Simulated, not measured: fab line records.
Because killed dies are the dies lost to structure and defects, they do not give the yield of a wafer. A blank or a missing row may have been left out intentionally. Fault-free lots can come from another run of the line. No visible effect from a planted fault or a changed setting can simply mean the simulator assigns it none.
Matching of chambers	flow n5 finfet	N5_BEOL_M13_ETCH_38 on rie diel-03 has 4 sister chambers
The step etches SiCN in CF4/N2, target depth 67.5 nm, time 71.9 s. 8 wafers are shown with their chamber, then 10 later ones without.

## WAFERS WITH THEIR CHAMBER
wafer	chamber	showerhead plenum p Torr (Torr)	drypump motor current A (A)
L074.3	3	2.08	6.5
L076.2	3	2.08	6.5
L081.2	0	2.28	5.9
L081.4	2	2.13	5.3
L081.5	0	2.28	6.0
L081.6	1	2.33	5.0
L086.2	1	2.32	5.0
L086.3	2	2.13	5.3

## WAFERS WITHOUT THEIR CHAMBER
wafer	showerhead plenum p Torr (Torr)	drypump motor current A (A)
L086.6	2.28	5.9
L092.1	2.34	6.5
L092.2	2.27	6.0
L092.4	2.12	5.3
L097.1	2.27	5.9
L097.2	2.12	5.2
L097.3	2.32	5.0
L097.4	2.33	6.4
L097.5	2.12	5.3
L097.6	2.33	6.5

## EACH ONE'S CHAMBER
wafer	from the rows above	in truth
L086.6	0	0
L092.1	0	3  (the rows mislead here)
L092.2	0	0
L092.4	2	2
L097.1	0	0
L097.2	2	2
L097.3	1	1
L097.4	0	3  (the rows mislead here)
L097.5	2	2
L097.6	0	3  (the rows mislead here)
Correct placement for 7 of the 10. Not placeable from these rows: 0. Placed wrongly: 3.
How it was worked out, from the rows above alone: a wafer's distance from a chamber is the root of the sum, over the readings, of the square of ((its reading less the chamber's mean) divided by the reading's scatter). The wafer belongs to the nearest chamber; if the next one is less than 2 further off, it can't be placed. Each chamber's mean is taken over the wafers shown for it. The scatter: the root of (the sum of the squares of (reading less its chamber's mean) over the shown wafers, divided by (wafers less chambers)).
